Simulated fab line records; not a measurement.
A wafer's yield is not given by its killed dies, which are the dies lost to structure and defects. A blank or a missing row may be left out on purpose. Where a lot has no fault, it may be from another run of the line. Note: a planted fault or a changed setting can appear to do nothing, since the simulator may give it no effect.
Split-lot study    flow n5 finfet    7 lots, 21 wafers read, on a route of 1938 steps

ABOUT THE SPLIT
At N5_MOL_CONTACT_COAG_COAT_78 (resist thk 40 nm), the setting spin rpm was moved away from the recipe's 1500 rpm on 4 of the 21 wafers read, by -8.4% to +8.3%. This setting was run at the recipe's value on the other wafers.

The split's own step is where the reading is taken.

THE READING
CAR-EUV_of_MOL_CONTACT_COAG_COAT_78.thk nm (the simulator's own value, which no gauge read), in nm, at N5_MOL_CONTACT_COAG_COAT_78 (resist thk 40 nm). No usual value for it is given in the file. Average 39.9 nm, standard deviation 0.14 nm, over the 17 wafers here run with the recipe.

wafer   tool, chamber at the split  spin rpm as run, rpm  against the recipe  CAR-EUV_of_MOL_CONTACT_COAG_COAT_78.thk nm, nm  against lot-mates on the recipe
L080.4  litho track-01, 0           1500                  recipe              39.8                                            -
L080.5  litho track-01, 0           1500                  recipe              39.8                                            -
L080.6  litho track-01, 0           1500                  recipe              39.8                                            -
L084.2  litho track-05, 0           1500                  recipe              39.8                                            -
L084.4  litho track-05, 0           1500                  recipe              40.2                                            -
L084.5  litho track-05, 0           1545                  +3.0%               39.4                                            -0.6
L086.1  litho track-02, 0           1500                  recipe              40                                              -
L086.2  litho track-02, 0           1624                  +8.3%               38.4                                            -1.5
L086.3  litho track-02, 0           1500                  recipe              39.8                                            -
L092.2  litho track-01, 0           1500                  recipe              40                                              -
L092.4  litho track-01, 0           1500                  recipe              40                                              -
L092.5  litho track-01, 0           1500                  recipe              40                                              -
L093.3  litho track-05, 0           1500                  recipe              39.8                                            -
L093.4  litho track-05, 0           1500                  recipe              39.8                                            -
L093.6  litho track-05, 0           1500                  recipe              40                                              -
L094.1  litho track-05, 0           1500                  recipe              40.2                                            -
L094.5  litho track-05, 0           1500                  recipe              40                                              -
L094.6  litho track-05, 0           1374                  -8.4%               41.8                                            +1.7
L097.2  litho track-02, 0           1390                  -7.3%               41.6                                            +1.7
L097.4  litho track-02, 0           1500                  recipe              39.8                                            -
L097.6  litho track-02, 0           1500                  recipe              40                                              -

FIT RESULTS
A straight line over all 21 wafers: CAR-EUV_of_MOL_CONTACT_COAG_COAT_78.thk nm changes by -0.209 nm for each +1% of spin rpm; r = -0.98; the points scatter about the line by 0.14 nm.
The same after taking each lot's own level away (the mean of its wafers on the recipe; 21 wafers): -0.203 nm for each +1%; r = -0.99; scatter 0.11 nm.
According to that fit, moving spin rpm by its largest amount changes the reading by 1.7 nm.
Across the lots, their own levels run from 39.80 to 40.10 nm, a range of 2.2 times the standard deviation given above.
The two slopes agree, so the slope changes little with the lot-to-lot level.
Check: for one of the wafers moved furthest among these (-8.4%), held out of the fit, the line's prediction against its lot-mates is +1.73 nm. Against them it came out at +1.7 nm.

ADDITIONAL SPLITS CARRIED BY THESE WAFERS
Before the reading, these wafers also passed through other splits. Each is held against what the fit with the lots' levels taken away leaves over:
other split on the same wafers       wafers away from the commonest value  r with CAR-EUV_of_MOL_CONTACT_COAG_COAT_78.thk nm (lot level and that fit taken away)
N5_MOL_CONTACT_COAG_PECVD_31 temp c  5                                     -0.05

FILE'S OWN FIT
CAR-EUV_of_MOL_CONTACT_COAG_COAT_78.thk nm changes by -0.203 nm for each +1% of spin rpm, r = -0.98.
